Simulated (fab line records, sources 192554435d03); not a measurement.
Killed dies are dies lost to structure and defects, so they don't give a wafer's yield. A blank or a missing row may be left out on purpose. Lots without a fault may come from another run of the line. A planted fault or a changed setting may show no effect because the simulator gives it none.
fab line records | flow n5_finfet
record: lots: 24 wafers: 72 last_day: 18
route steps=1938 shown BEOL_M0_SAQP@652 BEOL_M0@717
lots with no fault: from the same line, run without faults
start_h: hours from the record's first day to the start of the lot's first wafer shown | wait_h: hours since the lot's step before | " repeats the value in the row above | L1.1+2: a row that stands for several wafers | - value missing, or start not given | * or withheld: withheld | < > ~ a bound
route shown NAME@n: names a module that has steps shown in the file, with the first one's number in the route | usual: average and standard deviation across the fault-free wafers | same: alike in all rows | chamber/n: place in a boat | sites: per-site readings | _std_site: how widely they spread, as a standard deviation | _edge_site: outer sites' mean less inner sites' | radius_mm: for every site, how far away it sits from the centre of the wafer | mask NAME#n: copy n | behind: tool/chamber where the wafer was last shaped | hold: reason for holding the lot/hours on hold/outcome of the hold | device: whichever transistor did not switch (one of n, p or np) | end of line: the route-end tests of the same wafers | for a step that has no rows: nothing shown but its recipe | killed: at the first sort, the dies lost to defects and structure; wafer yield is something else | map: per-die view of a wafer (x killed, . not killed, _ where there is no die)
set.NAME: the run value of the setting; set.NAME@STEP: its run value at that earlier step | model.NAME: the simulator's own value behind a step, which no gauge read
one table for each step of the route and one row for each wafer, over a sample of lots
services: a tool's chamber out of use, with start hour (start_h, from the record's first day; less than 0 if before it), hours out, and reason
== steps ==
step: N5_BEOL_M0_SAQP_DESCUM_19
recipe: chemistry: O2 time_s: 7.9 source_power_w: 50 bias_power_w: 20 pressure_mtorr: 20 rf_frequency_hz: 2.712e+07 temp_c: 40 resist: CAR-ArF o2_flow_sccm: 225
usual: drypump_motor_current_A: 5.7/0.37 oes_product_au: 0.79/0.081 rf_vpp_V: 243.3/1.5 showerhead_plenum_p_Torr: 2.10/0.073 temp_c: 40.02/0.11 throttle_valve_pct: 20.28/0.29
columns lot.wafer tool chamber start_h wait_h drypump_motor_current_A oes_product_au rf_hours_counter_h rf_vpp_V showerhead_plenum_p_Torr temp_c throttle_valve_pct
L074.1 rie_diel-03 3 115.54 0.0 5.9 0.71 219 245.5 2.15 40.03 20.80
L074.2 " 0 " " 5.3 0.86 46 244.9 2.23 39.96 20.08
L074.3 " 2 " " 5.2 0.77 146 241.7 1.99 40.04 19.88
L075.3 rie_diel-03 2 120.23 0.0 5.2 0.78 147 242.1 1.99 40.01 19.88
L075.4 " 3 " " 5.9 0.71 221 243.9 2.15 40.17 20.80
L075.6 " 0 " " 5.2 0.86 - 244.7 2.23 40.12 20.10
L076.3 rie_diel-01 2 122.74 0.0 6.0 0.72 201 240.3 2.01 40.03 20.63
L076.4 " 3 " " 6.3 0.92 30 242.0 2.04 39.92 20.05
L076.6 " 1 " " 5.9 0.72 - 243.0 2.08 39.92 20.21
L077.3 rie_diel-06 2 129.10 0.0 5.2 0.72 194 241.9 2.06 40.10 20.57
L077.4 " 0 " " 5.8 0.93 23 241.5 2.05 40.04 20.36
L077.6 " 3 " " 5.3 0.86 - 244.8 2.22 40.16 20.37
L078.2 rie_diel-06 3 134.76 0.3 5.3 0.87 50 244.5 2.22 39.89 20.40
L078.4 " 1 " " 5.9 0.89 29 242.8 2.11 39.77 19.76
L078.5 " 3 " " 5.3 0.86 - 244.8 2.22 40.16 20.39
L079.3 rie_diel-01 2 137.11 0.1 6.1 0.71 204 240.3 2.01 40.07 20.61
L079.4 " 0 " " 5.2 0.72 162 245.3 2.16 40.06 20.31
L079.6 " 0 " " 5.2 0.73 - 245.2 2.16 39.91 20.32
L080.1 rie_diel-01 2 147.26 0.3 6.1 0.71 208 242.4 2.01 39.98 20.62
L080.4 " 0 " " 5.2 0.72 165 245.9 2.15 40.02 20.33
L080.6 " 0 " " 5.2 0.72 - 245.2 2.15 40.06 20.32
L081.1 rie_diel-03 1 151.46 0.0 6.0 0.81 77 246.4 2.20 40.19 19.93
L081.2 " 0 " " 5.2 0.85 58 244.8 2.23 40.05 20.10
L081.5 " 1 " " 6.0 0.81 - 244.4 2.20 40.17 19.94
L082.1 rie_diel-06 3 157.73 0.0 5.3 0.85 56 243.9 2.21 40.02 20.39
L082.4 " 0 " " 5.8 0.91 31 242.4 2.04 40.01 20.37
L082.5 " 0 " " 5.8 0.92 - 242.6 2.04 40.19 20.40
L083.1 rie_diel-01 2 168.99 0.0 6.1 0.71 214 242.5 2.00 40.10 20.63
L083.2 " 0 " " 5.2 0.72 171 244.1 2.15 39.87 20.33
L083.5 " 3 " " 6.2 0.90 - 242.7 2.04 40.07 20.08
L085.2 rie_diel-06 1 181.63 0.0 5.9 0.86 42 243.9 2.11 39.96 19.76
L085.4 " 3 " " 5.3 0.84 63 244.8 2.21 40.04 20.41
L085.6 " 3 " " 5.3 0.84 - 246.1 2.21 40.07 20.41
L086.1 rie_diel-06 3 184.75 0.0 5.3 0.84 64 245.5 2.21 40.02 20.42
L086.2 " 2 " " 5.2 0.71 208 242.3 2.06 39.89 20.62
L086.4 " 1 " " 5.9 0.86 43 243.5 2.11 39.98 19.79
L084.1 rie_diel-06 0 185.37 0.5 5.8 0.91 39 243.6 2.04 40.00 20.40
L084.5 " 1 " " 5.9 0.86 - 244.5 2.11 39.96 19.75
L084.6 " 2 " " 5.2 0.71 - 244.9 2.06 39.89 20.60
L087.1 rie_diel-06 2 191.71 0.0 5.2 0.70 211 243.6 2.06 39.82 20.60
L087.2 " 1 " " 5.9 0.86 45 243.3 2.11 40.04 19.77
L087.6 " 2 " " 5.2 0.70 - 243.3 2.06 39.86 20.58
L088.2 rie_diel-01 1 193.61 0.0 5.8 0.72 198 242.4 2.08 39.94 20.24
L088.5 " 3 " " 6.2 0.90 - 241.0 2.03 40.13 20.09
L088.6 " 2 " " 6.1 0.70 - 241.1 2.00 40.00 20.63
L089.3 rie_diel-03 3 201.95 0.1 5.9 0.68 245 244.8 2.14 40.10 20.84
L089.4 " 2 " " 5.2 0.75 - 241.5 1.98 39.86 19.91
L089.5 " 1 " " 6.0 0.79 - 244.4 2.19 40.11 19.95
L090.2 rie_diel-06 0 204.44 0.0 5.8 0.89 44 241.2 2.04 40.04 20.41
L090.3 " 1 " " 5.9 0.85 49 242.6 2.10 39.91 19.77
L090.4 " 3 " " 5.3 0.83 70 247.5 2.21 39.86 20.42
L091.1 rie_diel-06 3 212.59 0.0 5.3 0.82 73 245.0 2.21 40.13 20.40
L091.3 " 0 " " 5.8 0.89 47 243.7 2.04 39.97 20.42
L091.4 " 2 " " 5.2 0.70 - 242.6 2.06 39.90 20.60
L092.2 rie_diel-01 1 222.34 0.2 5.8 0.70 207 242.3 2.07 39.85 20.25
L092.5 " 1 " " 5.8 0.71 - 243.1 2.07 40.08 20.25
L092.6 " 0 " " 5.2 0.71 - 244.4 2.15 40.05 20.38
L093.1 rie_diel-01 2 224.04 0.0 6.1 0.69 231 241.8 2.00 39.84 20.65
L093.2 " 1 " " 5.8 0.70 207 245.0 2.07 40.09 20.25
L093.3 " 0 " " 5.2 0.71 187 245.6 2.15 39.86 20.38
L094.4 rie_diel-06 2 229.18 0.1 5.2 0.70 223 243.8 2.05 40.16 20.63
L094.5 " 1 " " 5.9 0.84 - 245.0 2.10 40.12 19.79
L094.6 " 2 " " 5.2 0.70 - 242.2 2.05 39.99 20.61
L095.2 rie_diel-01 2 232.28 0.0 6.1 0.69 234 240.8 2.00 39.99 20.65
L095.4 " 3 " " 6.2 0.87 62 241.8 2.03 40.05 20.10
L095.5 " 0 " " 5.2 0.70 - 244.7 2.15 39.96 20.36
L096.1 rie_diel-01 1 238.25 0.0 5.8 0.69 213 244.0 2.07 40.11 20.27
L096.2 " 0 " " 5.2 0.70 192 242.2 2.15 40.18 20.37
L096.4 " 3 " " 6.2 0.86 64 242.4 2.03 40.08 20.11
L097.4 rie_diel-06 3 248.42 0.1 5.3 0.81 85 243.7 2.20 40.02 20.44
L097.5 " 0 " " 5.8 0.87 - 243.0 2.03 39.94 20.43
L097.6 " 3 " " 5.3 0.81 - 245.8 2.20 40.03 20.43
step: N5_BEOL_M0_SAQP_SPACER1_ALD_98
recipe: material: SiO2 target_thk_a: 128 temp_c: 300 ald_precursor_family: BDEAS ald_co_reactant: O2-plasma pulse_time_s: 1 purge_time_s: 2 co_reactant_purge_time_s: 2 ald_cycles: 138 pressure_torr: 2
usual: heater_power_w: 489/51 precursor_pulse_height_rel: 1.000/0.018
columns lot.wafer tool chamber start_h wait_h heater_power_w precursor_pulse_height_rel
L074.1 ald_sin-03 3 116.43 0.3 502 0.994
L074.2 " 1 " " 507 1.019
L074.3 " 0 " " 524 1.003
L075.3 ald_sin-04 2 121.15 0.1 399 1.016
L075.4 " 3 " " 426 1.011
L075.6 " 2 " " 392 0.989
L076.3 ald_sin-04 1 123.69 0.1 471 1.053
L076.4 " 0 " " 503 1.036
L076.6 " 3 " " 434 1.022
L077.3 ald_sin-03 2 129.99 0.1 482 0.998
L077.4 " 3 " " 505 1.014
L077.6 " 2 " " 487 0.977
L078.2 ald_sin-04 3 135.68 0.3 443 1.019
L078.4 " 2 " " 399 1.014
L078.5 " 3 " " 434 0.998
L079.3 ald_sin-03 0 138.51 0.6 540 0.972
L079.4 " 3 " " 491 0.994
L079.6 " 2 " " 491 1.002
L080.1 ald_sin-04 0 148.15 0.3 499 0.999
L080.4 " 1 " " 474 1.002
L080.6 " 3 " " 437 0.998
L081.1 ald_sin-03 1 152.35 0.3 514 0.993
L081.2 " 3 " " 511 0.998
L081.5 " 2 " " 498 0.978
L082.1 ald_sin-03 2 158.62 0.3 502 1.011
L082.4 " 1 " " 510 1.008
L082.5 " 1 " " 511 0.975
L083.1 ald_sin-04 0 169.88 0.3 503 1.010
L083.2 " 2 " " 399 1.017
L083.5 " 2 " " 405 0.994
L085.2 ald_sin-03 2 183.44 1.2 492 0.980
L085.4 " 0 " " 523 0.985
L085.6 " 2 " " 493 1.024
L086.1 ald_sin-01 2 186.08 0.4 602 1.016
L086.2 " 1 " " 489 1.000
L086.4 " 3 " " 494 1.003
L084.1 ald_sin-03 1 186.26 0.3 515 1.052
L084.5 " 3 " " 485 0.982
L084.6 " 0 " " 534 0.998
L087.1 ald_sin-03 3 192.65 0.3 498 1.011
L087.2 " 1 " " 518 1.010
L087.6 " 1 " " 504 0.983
L088.2 ald_sin-01 3 194.78 0.5 485 0.993
L088.5 " 3 " " 490 1.013
L088.6 " 2 " " 595 0.963
L089.3 ald_sin-01 1 203.59 0.9 486 1.012
L089.4 " 1 " " 475 1.014
L089.5 " 3 " " 497 1.010
L090.2 ald_sin-01 2 205.79 0.7 583 0.966
L090.3 " 0 " " 409 1.011
L090.4 " 3 " " 490 0.975
L091.1 ald_sin-04 2 213.48 0.3 396 0.999
L091.3 " 1 " " 465 1.004
L091.4 " 0 " " 468 1.004
L092.2 ald_sin-01 0 224.85 0.3 412 0.996
L092.5 " 1 " " 485 1.011
L092.6 " 0 " " 399 0.995
L093.1 ald_sin-01 2 225.87 0.6 578 1.004
L093.2 " 0 " " 410 0.992
L093.3 " 3 " " 500 0.997
L094.4 ald_sin-04 2 231.59 0.1 400 0.983
L094.5 " 3 " " 440 0.977
L094.6 " 2 " " 397 1.012
L095.2 ald_sin-01 3 233.26 0.3 490 1.049
L095.4 " 2 " " 593 0.993
L095.5 " 2 " " 606 0.999
L096.1 ald_sin-03 1 239.27 0.3 514 0.985
L096.2 " 0 " " 534 0.999
L096.4 " 3 " " 500 1.002
L097.4 ald_sin-01 2 249.55 0.4 582 1.018
L097.5 " 0 " " 407 1.000
L097.6 " 3 " " 490 0.997
step: N5_BEOL_M0_STRIP_140
recipe: chemistry: CF4 resist: SiARC power_w: 300 bias_power_w: 75 pressure_mtorr: 50 cf4_flow_sccm: 150 rf_frequency_hz: 6e+07
usual: drypump_motor_current_A: 5.5/0.37 oes_product_au: 0.77/0.079 rf_vpp_V: 271.0/1.9 showerhead_plenum_p_Torr: 1.79/0.066 throttle_valve_pct: 13.58/0.19
columns lot.wafer tool chamber start_h wait_h drypump_motor_current_A oes_product_au rf_hours_counter_h rf_vpp_V showerhead_plenum_p_Torr throttle_valve_pct
L074.1 rie_diel-04 2 121.37 0.1 4.8 0.90 20 268.4 1.76 13.37
L074.2 " 1 " " 5.3 0.71 198 271.1 1.85 13.77
L074.3 " 3 " " 5.6 0.71 173 267.8 1.72 13.67
L077.3 rie_diel-04 1 135.74 0.1 5.3 0.71 203 272.4 1.85 13.82
L077.4 " 2 " " 4.8 0.90 25 269.3 1.76 13.39
L077.6 " 0 " " 5.9 0.71 - 267.9 1.73 13.80
L075.3 rie_diel-04 3 138.30 0.2 5.6 0.71 179 270.1 1.72 13.66
L075.4 " 1 " " 5.3 0.71 204 274.3 1.85 13.83
L075.6 " 2 " " 4.8 0.89 - 269.9 1.76 13.36
L076.3 rie_diel-04 1 138.36 0.3 5.3 0.71 204 271.9 1.85 13.84
L076.4 " 2 " " 4.8 0.89 27 270.2 1.76 13.40
L076.6 " 2 " " 4.8 0.89 - 270.2 1.76 13.38
L078.2 rie_diel-05 1 141.02 0.3 5.5 0.74 177 267.5 1.73 13.70
L078.4 " 0 " " 5.0 0.80 67 272.8 1.83 13.28
L078.5 " 2 " " 5.9 0.72 - 272.3 1.86 13.59
L079.3 rie_diel-04 1 143.48 0.1 5.3 0.70 206 273.9 1.85 13.83
L079.4 " 0 " " 5.8 0.70 183 268.3 1.73 13.78
L079.6 " 1 " " 5.3 0.71 - 273.0 1.85 13.82
L080.1 rie_diel-04 2 154.19 0.4 4.8 0.89 32 272.3 1.76 13.39
L080.4 " 0 " " 5.9 0.70 187 270.1 1.72 13.81
L080.6 " 2 " " 4.8 0.89 - 270.5 1.76 13.39
L081.1 rie_diel-05 1 158.29 0.3 5.5 0.73 184 270.5 1.72 13.72
L081.2 " 0 " " 5.0 0.79 73 269.7 1.83 13.29
L081.5 " 2 " " 5.9 0.72 - 273.8 1.86 13.60
L082.1 rie_diel-05 0 164.05 0.1 4.9 0.80 75 272.0 1.83 13.30
L082.4 " 3 " " 5.7 0.91 12 272.0 1.90 13.31
L082.5 " 1 " " 5.5 0.73 - 269.4 1.72 13.74
L083.1 rie_diel-05 1 176.39 0.2 5.5 0.72 191 268.8 1.72 13.76
L083.2 " 2 " " 5.9 0.71 196 273.9 1.86 13.61
L083.5 " 0 " " 5.0 0.79 - 273.2 1.83 13.30
L085.2 rie_diel-02 2 190.55 0.1 5.9 0.71 202 271.2 1.85 13.83
L085.4 " 0 " " 5.7 0.70 202 271.2 1.70 13.63
L085.6 " 3 " " 5.4 0.88 - 271.9 1.85 13.51
L086.1 rie_diel-02 3 192.34 0.1 5.4 0.88 40 273.5 1.85 13.52
L086.2 " 1 " " 5.0 0.86 36 272.2 1.84 13.27
L086.4 " 2 " " 5.9 0.70 202 273.8 1.85 13.82
L084.1 rie_diel-04 2 195.96 0.1 4.8 0.85 47 270.6 1.76 13.41
L084.5 " 3 " " 5.6 0.69 - 272.1 1.71 13.73
L084.6 " 0 " " 5.9 0.69 - 270.6 1.72 13.85
L087.1 rie_diel-02 1 200.24 0.2 4.9 0.85 39 272.5 1.83 13.31
L087.2 " 0 " " 5.6 0.70 206 270.3 1.70 13.64
L087.6 " 0 " " 5.6 0.71 - 268.2 1.70 13.66
L088.2 rie_diel-05 1 200.48 0.1 5.5 0.72 199 268.1 1.72 13.75
L088.5 " 2 " " 5.9 0.70 - 273.7 1.86 13.59
L088.6 " 3 " " 5.7 0.87 - 271.7 1.90 13.36
L090.2 rie_diel-02 1 213.12 0.3 4.9 0.84 42 271.4 1.83 13.28
L090.3 " 0 " " 5.7 0.69 210 269.9 1.70 13.66
L090.4 " 3 " " 5.4 0.87 47 271.5 1.85 13.55
L089.3 rie_diel-02 0 213.18 0.2 5.7 0.69 210 269.8 1.70 13.67
L089.4 " 3 " " 5.3 0.86 47 270.5 1.84 13.54
L089.5 " 1 " " 5.0 0.84 - 272.4 1.83 13.31
L091.1 rie_diel-05 2 221.33 0.4 5.9 0.70 213 274.9 1.85 13.65
L091.3 " 1 " " 5.5 0.72 206 269.0 1.72 13.79
L091.4 " 2 " " 5.9 0.69 - 272.3 1.85 13.63
L092.2 rie_diel-02 2 233.98 0.5 5.9 0.69 219 272.5 1.84 13.85
L092.5 " 2 " " 5.9 0.69 - 271.8 1.84 13.87
L092.6 " 1 " " 5.0 0.83 - 272.2 1.83 13.32
L093.1 rie_diel-04 3 234.03 0.5 5.6 0.69 208 268.1 1.71 13.72
L093.2 " 0 " " 5.8 0.68 210 269.0 1.72 13.85
L093.3 " 2 " " 4.8 0.84 56 269.8 1.75 13.45
L094.4 rie_diel-02 2 240.65 0.1 5.9 0.69 222 273.1 1.84 13.86
L094.5 " 0 " " 5.7 0.69 - 269.1 1.70 13.68
L094.6 " 3 " " 5.4 0.86 - 272.7 1.84 13.58
L095.2 rie_diel-02 3 240.71 0.2 5.3 0.86 60 273.1 1.84 13.58
L095.4 " 1 " " 5.0 0.82 57 271.6 1.83 13.34
L095.5 " 0 " " 5.7 0.69 - 266.6 1.70 13.70
L096.1 rie_diel-05 2 245.48 0.5 5.9 0.69 218 272.8 1.85 13.67
L096.2 " 3 " " 5.7 0.85 38 273.2 1.89 13.38
L096.4 " 0 " " 5.0 0.77 95 269.7 1.82 13.36
L097.4 rie_diel-05 0 261.54 0.2 5.0 0.77 100 272.6 1.82 13.37
L097.5 " 0 " " 4.9 0.77 - 273.2 1.82 13.36
L097.6 " 1 " " 5.5 0.71 - 269.8 1.72 13.82
step: N5_BEOL_M0_ETCH_109
recipe: chemistry: CH3F/O2 target_depth_a: 80 overetch_a: 24 target: SiCN time_s: 27.4 ion_energy_ev: 120 pressure_mtorr: 30 source_w: 395 bias_w: 75 Ar_flow_sccm: 150 CH3F_flow_sccm: 30 O2_flow_sccm: 20
usual: drypump_motor_current_A: 5.5/0.36 oes_product_au: 0.67/0.068 rf_vpp_V: 297.6/1.6 showerhead_plenum_p_Torr: 2.01/0.074 throttle_valve_pct: 16.26/0.23
columns lot.wafer tool chamber start_h wait_h drypump_motor_current_A oes_product_au rf_hours_counter_h rf_vpp_V showerhead_plenum_p_Torr throttle_valve_pct
L074.1 rie_diel-05 0 121.77 0.0 4.9 0.71 59 297.4 2.01 15.84
L074.2 " 2 " " 5.9 0.63 175 299.4 2.08 16.21
L074.3 " 1 " " 5.5 0.65 169 295.9 1.92 16.44
L077.3 rie_diel-02 0 136.15 0.0 5.7 0.62 185 296.6 1.92 16.38
L077.4 " 2 " " 5.9 0.63 183 298.7 2.07 16.50
L077.6 " 1 " " 5.0 0.77 - 297.2 2.05 16.02
L075.3 rie_diel-05 2 139.14 0.0 5.9 0.61 182 299.1 2.07 16.24
L075.4 " 3 " " 5.7 0.82 3 300.1 2.13 16.10
L075.6 " 0 " " 5.0 0.70 - 297.8 2.01 15.85
L076.3 rie_diel-05 0 139.44 0.2 5.0 0.71 66 298.2 2.01 15.85
L076.4 " 2 " " 5.9 0.62 183 298.9 2.07 16.23
L076.6 " 0 " " 5.0 0.70 - 297.7 2.01 15.83
L078.2 rie_diel-05 3 141.43 0.0 5.7 0.81 4 301.7 2.13 16.08
L078.4 " 0 " " 4.9 0.70 67 297.8 2.01 15.85
L078.5 " 3 " " 5.7 0.80 - 297.3 2.13 16.08
L079.3 rie_diel-05 2 143.88 0.0 5.9 0.61 184 298.0 2.07 16.23
L079.4 " 3 " " 5.7 0.80 5 299.2 2.13 16.09
L079.6 " 0 " " 5.0 0.70 - 299.0 2.01 15.85
L080.1 rie_diel-05 0 154.68 0.0 5.0 0.69 73 297.9 2.01 15.87
L080.4 " 3 " " 5.7 0.80 9 300.0 2.13 16.09
L080.6 " 0 " " 4.9 0.70 - 299.1 2.01 15.86
L081.1 rie_diel-04 2 159.23 0.4 4.8 0.76 34 296.0 1.95 16.15
L081.2 " 3 " " 5.6 0.62 186 295.8 1.89 16.29
L081.5 " 2 " " 4.8 0.77 - 297.5 1.95 16.16
L082.1 rie_diel-02 2 164.66 0.1 5.9 0.62 193 299.7 2.07 16.51
L082.4 " 1 " " 4.9 0.75 27 296.4 2.05 16.03
L082.5 " 1 " " 4.9 0.76 - 297.8 2.05 16.04
L083.1 rie_diel-05 0 176.88 0.1 4.9 0.68 80 298.0 2.01 15.87
L083.2 " 1 " " 5.5 0.63 191 294.5 1.92 16.47
L083.5 " 0 " " 4.9 0.69 - 299.5 2.01 15.87
L085.2 rie_diel-02 3 190.96 0.0 5.4 0.76 40 298.6 2.03 16.16
L085.4 " 0 " " 5.7 0.62 202 296.2 1.91 16.42
L085.6 " 3 " " 5.4 0.76 - 297.9 2.03 16.18
L086.1 rie_diel-02 3 192.99 0.0 5.4 0.75 40 298.0 2.03 16.17
L086.2 " 0 " " 5.7 0.61 203 295.8 1.91 16.42
L086.4 " 2 " " 5.9 0.61 202 298.2 2.07 16.52
L084.1 rie_diel-02 0 197.05 0.2 5.6 0.61 205 295.6 1.91 16.43
L084.5 " 1 " " 5.0 0.74 - 299.2 2.05 16.06
L084.6 " 0 " " 5.6 0.61 - 294.4 1.91 16.43
L087.1 rie_diel-05 3 201.10 0.0 5.7 0.75 24 299.2 2.12 16.13
L087.2 " 1 " " 5.6 0.63 200 296.8 1.91 16.50
L087.6 " 1 " " 5.6 0.62 - 296.1 1.91 16.49
L088.2 rie_diel-05 2 201.19 0.0 5.9 0.62 204 298.2 2.07 16.28
L088.5 " 2 " " 5.9 0.60 - 300.3 2.07 16.27
L088.6 " 3 " " 5.7 0.76 - 300.7 2.12 16.14
L090.2 rie_diel-02 2 216.40 1.2 5.9 0.61 210 298.8 2.07 16.54
L090.3 " 3 " " 5.4 0.75 48 296.4 2.03 16.18
L090.4 " 0 " " 5.7 0.61 211 296.1 1.91 16.43
L089.3 rie_diel-05 2 216.76 1.5 5.9 0.61 210 298.8 2.06 16.30
L089.4 " 1 " " 5.5 0.63 - 294.8 1.91 16.52
L089.5 " 3 " " 5.7 0.76 - 300.4 2.12 16.15
L091.1 rie_diel-02 2 225.20 2.1 5.9 0.60 214 299.0 2.06 16.54
L091.3 " 1 " " 5.0 0.72 49 297.1 2.04 16.09
L091.4 " 3 " " 5.3 0.75 51 297.1 2.03 16.18
L092.2 rie_diel-02 1 234.89 0.2 5.0 0.71 54 299.5 2.04 16.09
L092.5 " 2 " " 5.9 0.61 - 298.5 2.06 16.55
L092.6 " 3 " " 5.4 0.75 - 298.1 2.03 16.19
L093.1 rie_diel-02 2 234.97 0.2 5.9 0.61 219 298.5 2.06 16.56
L093.2 " 0 " " 5.6 0.61 220 294.9 1.90 16.43
L093.3 " 1 " " 5.0 0.71 54 298.4 2.04 16.09
L094.4 rie_diel-04 0 241.43 0.3 5.8 0.61 214 297.6 1.90 16.54
L094.5 " 0 " " 5.8 0.60 - 294.9 1.90 16.52
L094.6 " 3 " " 5.6 0.61 - 295.4 1.89 16.34
L095.2 rie_diel-04 1 241.96 0.7 5.3 0.59 234 298.3 2.07 16.61
L095.4 " 0 " " 5.9 0.60 215 296.1 1.90 16.53
L095.5 " 0 " " 5.9 0.60 - 296.1 1.90 16.52
L096.1 rie_diel-02 2 246.55 0.0 5.9 0.60 225 296.8 2.06 16.55
L096.2 " 0 " " 5.7 0.59 226 293.6 1.90 16.47
L096.4 " 1 " " 4.9 0.72 59 298.6 2.04 16.09
L097.4 rie_diel-05 1 262.01 0.0 5.5 0.61 215 294.6 1.91 16.54
L097.5 " 1 " " 5.5 0.63 - 294.6 1.91 16.52
L097.6 " 0 " " 5.0 0.67 - 298.0 2.00 15.92
step: N5_BEOL_M0_DEGAS_112
recipe: ambient: vacuum temp_c: 250 time_s: 60
usual: heater_power_w: 344/59
columns lot.wafer tool chamber start_h wait_h heater_power_w
L074.1 pvd_sputter-03 - 122.45 0.5 320
L074.2 " - " " 476
L074.3 " - " " 340
L077.3 pvd_sputter-02 - 136.33 0.0 412
L077.4 " - " " 415
L077.6 " - " " 273
L075.3 pvd_sputter-03 - 139.34 0.0 483
L075.4 " - " " 276
L075.6 " - " " 473
L076.3 pvd_sputter-01 - 140.64 1.1 285
L076.4 " - " " 330
L076.6 " - " " 330
L078.2 pvd_sputter-02 - 141.70 0.1 278
L078.4 " - " " 425
L078.5 " - " " 418
L079.3 pvd_sputter-01 - 145.88 1.8 283
L079.4 " - " " 325
L079.6 " - " " 338
L080.1 pvd_sputter-01 - 154.86 0.0 338
L080.4 " - " " 290
L080.6 " - " " 325
L081.1 pvd_sputter-02 - 161.24 1.9 398
L081.2 " - " " 414
L081.5 " - " " 409
L082.1 pvd_sputter-02 - 165.50 0.7 415
L082.4 " - " " 412
L082.5 " - " " 405
L083.1 pvd_sputter-02 - 177.62 0.6 377
L083.2 " - " " 268
L083.5 " - " " 272
L085.2 pvd_sputter-03 - 191.34 0.2 483
L085.4 " - " " 304
L085.6 " - " " 465
L086.1 pvd_sputter-01 - 193.55 0.4 329
L086.2 " - " " 336
L086.4 " - " " 335
L084.1 pvd_sputter-02 - 199.40 2.2 407
L084.5 " - " " 410
L084.6 " - " " 361
L087.1 pvd_sputter-01 - 201.32 0.1 327
L087.2 " - " " 332
L087.6 " - " " 323
L088.2 pvd_sputter-01 - 201.48 0.2 326
L088.5 " - " " 334
L088.6 " - " " 322
L090.2 pvd_sputter-03 - 216.57 0.0 310
L090.3 " - " " 282
L090.4 " - " " 336
L089.3 pvd_sputter-03 - 216.95 0.0 474
L089.4 " - " " 310
L089.5 " - " " 302
L091.1 pvd_sputter-02 - 225.46 0.1 269
L091.3 " - " " 423
L091.4 " - " " 401
L092.2 pvd_sputter-01 - 235.19 0.2 331
L092.5 " - " " 343
L092.6 " - " " 333
L093.1 pvd_sputter-03 - 235.37 0.3 270
L093.2 " - " " 319
L093.3 " - " " 327
L094.4 pvd_sputter-03 - 241.73 0.2 284
L094.5 " - " " 309
L094.6 " - " " 475
L095.2 pvd_sputter-01 - 242.13 0.0 330
L095.4 " - " " 295
L095.5 " - " " 342
L096.1 pvd_sputter-03 - 247.67 1.0 465
L096.2 " - " " 277
L096.4 " - " " 300
L097.4 pvd_sputter-02 - 262.51 0.4 366
L097.5 " - " " 420
L097.6 " - " " 276
step: N5_BEOL_M0_ANNEAL_119
recipe: temp_c: 225 time_s: 90 ambient: N2
usual: wafer_temp_C_max: 226.1/0.39
columns lot.wafer tool chamber start_h wait_h wafer_temp_C_max
L074.1 rtp_anneal-01 0 123.55 0.1 225.7
L074.2 " 0 " " 226.4
L074.3 " 0 " " 225.8
L077.3 rtp_anneal-02 0 138.86 0.1 225.9
L077.4 " 0 " " 225.8
L077.6 " 0 " " 226.4
L075.3 rtp_anneal-01 0 140.69 0.1 225.7
L075.4 " 0 " " 225.6
L075.6 " 0 " " 225.6
L076.3 rtp_anneal-02 0 141.87 0.2 226.6
L076.4 " 0 " " 226.5
L076.6 " 0 " " 226.6
L078.2 rtp_anneal-01 0 143.35 0.6 225.7
L078.4 " 0 " " 225.8
L078.5 " 0 " " 226.1
L079.3 rtp_anneal-01 0 147.31 0.3 225.6
L079.4 " 0 " " 225.6
L079.6 " 0 " " 225.4
L080.1 rtp_anneal-01 0 155.97 0.1 225.8
L080.4 " 0 " " 225.7
L080.6 " 0 " " 225.5
L081.1 rtp_anneal-02 0 162.36 0.1 226.6
L081.2 " 0 " " 226.5
L081.5 " 0 " " 226.0
L082.1 rtp_anneal-02 0 168.05 0.1 226.1
L082.4 " 0 " " 226.5
L082.5 " 0 " " 226.1
L083.1 rtp_anneal-02 0 179.23 0.2 226.7
L083.2 " 0 " " 226.7
L083.5 " 0 " " 226.6
L085.2 rtp_anneal-02 0 192.69 0.1 226.4
L085.4 " 0 " " 226.1
L085.6 " 0 " " 227.0
L086.1 rtp_anneal-02 0 196.37 0.1 226.1
L086.2 " 0 " " 226.2
L086.4 " 0 " " 226.7
L084.1 rtp_anneal-01 0 200.61 0.1 226.0
L084.5 " 0 " " 225.7
L084.6 " 0 " " 225.6
L087.1 rtp_anneal-01 0 204.08 1.4 225.6
L087.2 " 0 " " 225.5
L087.6 " 0 " " 225.6
L088.2 rtp_anneal-02 0 204.23 1.0 226.2
L088.5 " 0 " " 226.2
L088.6 " 0 " " 226.8
L090.2 rtp_anneal-01 0 217.66 0.1 225.6
L090.3 " 0 " " 225.8
L090.4 " 0 " " 225.6
L089.3 rtp_anneal-02 0 218.42 0.2 226.5
L089.4 " 0 " " 226.3
L089.5 " 0 " " 226.3
L091.1 rtp_anneal-01 0 227.29 0.1 225.8
L091.3 " 0 " " 225.8
L091.4 " 0 " " 225.9
L092.2 rtp_anneal-02 0 236.39 0.1 226.3
L092.5 " 0 " " 226.2
L092.6 " 0 " " 226.3
L093.1 rtp_anneal-01 0 236.43 0.1 225.8
L093.2 " 0 " " 225.8
L093.3 " 0 " " 225.9
L094.4 rtp_anneal-02 0 242.95 0.2 226.3
L094.5 " 0 " " 227.1
L094.6 " 0 " " 226.6
L095.2 rtp_anneal-02 0 244.54 0.1 225.9
L095.4 " 0 " " 226.8
L095.5 " 0 " " 226.3
L096.1 rtp_anneal-01 0 249.03 0.2 226.0
L096.2 " 0 " " 226.0
L096.4 " 0 " " 225.6
L097.4 rtp_anneal-02 0 264.64 0.2 226.4
L097.5 " 0 " " 226.4
L097.6 " 0 " " 226.3
== services ==
columns tool chamber start_h hours kind
rie_diel-06 3 95.68 2.3 repair
ald_sin-03 - 99.72 6.0 pm
rie_diel-04 - 99.96 4.3 pm
ald_sin-01 - 100.97 0.3 repair
rie_diel-06 1 108.93 13.4 repair
rie_diel-02 - 110.97 2.8 pm
rie_diel-05 0 113.45 3.9 repair
rie_diel-05 - 116.55 0.5 repair
pvd_sputter-03 - 124.48 12.1 repair
pvd_sputter-01 - 129.67 3.7 repair
rie_diel-04 3 144.48 1.3 repair
pvd_sputter-03 - 150.18 7.7 repair
rie_diel-04 1 165.57 6.6 repair
rie_diel-02 1 169.13 2.1 repair
ald_sin-04 - 177.36 14.0 pm
ald_sin-01 0 191.01 13.1 repair
rie_diel-06 0 191.26 3.2 repair
rie_diel-06 1 206.40 12.2 repair
rie_diel-04 - 212.45 14.6 pm
rie_diel-05 0 213.96 11.5 repair
rie_diel-06 - 215.37 0.3 repair
ald_sin-01 1 238.70 24.6 repair
rie_diel-06 3 248.87 4.0 repair
rie_diel-05 1 253.43 2.5 repair
== key ==
fault none
